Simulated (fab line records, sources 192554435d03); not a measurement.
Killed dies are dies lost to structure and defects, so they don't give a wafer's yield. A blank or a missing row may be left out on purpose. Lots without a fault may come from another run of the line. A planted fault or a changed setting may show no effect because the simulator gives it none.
Split-lot experiment | flow n5_finfet | 7 lots, 39 wafers read, on a route of 1938 steps

THE SPLIT
At N5_GATE_CUT_EXPOSE_10 (exposes mask GATE CUT, target cd 20 nm), the setting dose_mj was moved away from the recipe's 43.25 on 15 of the 39 wafers read, by -6.3% to +7.2%. The other wafers ran this setting at the recipe's value.

FROM THE SPLIT TO THE READING: what the file shows between them, 2 steps
- N5_GATE_CUT_PEB_11: peb time 60 s
- N5_GATE_CUT_DEVELOP_12: develop time 30 s

THE READING
cd_nm, in nm, at N5_GATE_CUT_CD_MEAS_13 (target cd 20 nm). Fault-free wafers of this fab line usually give 20.0 nm, standard deviation 0.32 nm.

wafer  | tool, chamber at the split | dose_mj as run | against the recipe | cd_nm, nm | against lot-mates on the recipe
L076.1 | euv_scanner-01, 0          | 43.25          | recipe             | 19.2      | -
L076.2 | euv_scanner-01, 0          | 41.57          | -3.9%              | 18.8      | -0.7
L076.3 | euv_scanner-01, 0          | 43.25          | recipe             | 19.7      | -
L076.4 | euv_scanner-01, 0          | 43.25          | recipe             | 19.6      | -
L076.5 | euv_scanner-01, 0          | 41.57          | -3.9%              | 18.9      | -0.6
L076.6 | euv_scanner-01, 0          | 41.57          | -3.9%              | 18.9      | -0.6
L078.1 | euv_scanner-01, 0          | 43.25          | recipe             | 20.3      | -
L078.2 | euv_scanner-01, 0          | 45.55          | +5.3%              | 21.1      | +1.0
L078.3 | euv_scanner-01, 0          | 45.55          | +5.3%              | 21.1      | +1.0
L078.4 | euv_scanner-01, 0          | 43.25          | recipe             | 19.8      | -
L078.5 | euv_scanner-01, 0          | 43.25          | recipe             | 20.1      | -
L078.6 | euv_scanner-01, 0          | 45.55          | +5.3%              | 21.4      | +1.3
L081.1 | euv_scanner-01, 0          | 41.75          | -3.5%              | 19.2      | -0.9
L081.2 | euv_scanner-01, 0          | 43.25          | recipe             | 19.9      | -
L081.3 | euv_scanner-01, 0          | 41.75          | -3.5%              | 19.2      | -0.9
L081.4 | euv_scanner-01, 0          | 41.75          | -3.5%              | 19.0      | -1.1
L081.5 | euv_scanner-01, 0          | 43.25          | recipe             | 20.0      | -
L081.6 | euv_scanner-01, 0          | 43.25          | recipe             | 20.3      | -
L086.1 | euv_scanner-01, 0          | 43.25          | recipe             | 20.2      | -
L086.4 | euv_scanner-01, 0          | 43.25          | recipe             | 20.2      | -
L086.5 | euv_scanner-01, 0          | 43.25          | recipe             | 20.1      | -
L087.1 | euv_scanner-02, 0          | 43.25          | recipe             | 20.2      | -
L087.2 | euv_scanner-02, 0          | 46.36          | +7.2%              | 21.6      | +1.3
L087.3 | euv_scanner-02, 0          | 43.25          | recipe             | 20.3      | -
L087.4 | euv_scanner-02, 0          | 43.25          | recipe             | 20.4      | -
L087.5 | euv_scanner-02, 0          | 46.36          | +7.2%              | 21.7      | +1.4
L087.6 | euv_scanner-02, 0          | 46.36          | +7.2%              | 21.6      | +1.3
L089.1 | euv_scanner-01, 0          | 43.25          | recipe             | 19.4      | -
L089.2 | euv_scanner-01, 0          | 40.52          | -6.3%              | 18.0      | -1.7
L089.3 | euv_scanner-01, 0          | 40.52          | -6.3%              | 18.3      | -1.4
L089.4 | euv_scanner-01, 0          | 43.25          | recipe             | 19.8      | -
L089.5 | euv_scanner-01, 0          | 40.52          | -6.3%              | 18.1      | -1.6
L089.6 | euv_scanner-01, 0          | 43.25          | recipe             | 20.0      | -
L094.1 | euv_scanner-02, 0          | 43.25          | recipe             | 20.1      | -
L094.2 | euv_scanner-02, 0          | 43.25          | recipe             | 20.4      | -
L094.3 | euv_scanner-02, 0          | 43.25          | recipe             | 19.9      | -
L094.4 | euv_scanner-02, 0          | 43.25          | recipe             | 20.2      | -
L094.5 | euv_scanner-02, 0          | 43.25          | recipe             | 20.2      | -
L094.6 | euv_scanner-02, 0          | 43.25          | recipe             | 20.5      | -

THE FIT
A straight line over all 39 wafers: cd_nm changes by +0.254 nm for each +1% of dose_mj; r = +0.95; the points scatter about the line by 0.28 nm.
The same after taking each lot's own level away (the mean of its wafers on the recipe; 39 wafers): +0.213 nm for each +1%; r = +0.97; scatter 0.2 nm.
On that fit, the largest move of dose_mj shifts the reading by 1.5 nm.
The lots' own levels span 19.50 to 20.30 nm, that is 2.5 times the standard deviation above.
So the lot-to-lot level changes the slope: the two fits differ.
Check: with one of the wafers moved furthest among these (+7.2%) left out of the fit, the line predicts +1.53 nm for it against its lot-mates. It came out at +1.3 nm against them.

THE WHOLE CHAIN: every reading that the file lists as answering this split, in the file's order
step                   | what it does                                                     | reading                                                         | change (the file's fit)               | r (the file's)
N5_GATE_CUT_CD_MEAS_13 | target cd 20 nm                                                  | cd_nm                                                           | +0.212 nm for each +1% of the setting | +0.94
N5_GATE_CUT_DESCUM_18  | chemistry O2, time 7 s                                           | GATE_CUT.cd_nm (the simulator's own value, which no gauge read) | +0.204 nm for each +1% of the setting | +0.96
N5_GATE_CUT_ETCH_36    | etches SiARC in CF4, target depth 13 nm, time 21.7 s             | GATE_CUT.cd_nm (the simulator's own value, which no gauge read) | +0.217 nm for each +1% of the setting | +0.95
N5_GATE_CUT_HM_OPEN_40 | chemistry C4F6/O2, target SiO2, target depth 139 nm, time 85.1 s | GATE_CUT.cd_nm (the simulator's own value, which no gauge read) | +0.23 nm for each +1% of the setting  | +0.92
N5_GATE_CUT_ETCH_47    | etches SiO2 in Cl2/BCl3, target depth 10 nm                      | GATE_CUT.cd_nm (the simulator's own value, which no gauge read) | +0.277 nm for each +1% of the setting | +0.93

THE FILE'S OWN FIT
cd_nm changes by +0.212 nm for each +1% of dose_mj, r = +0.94.
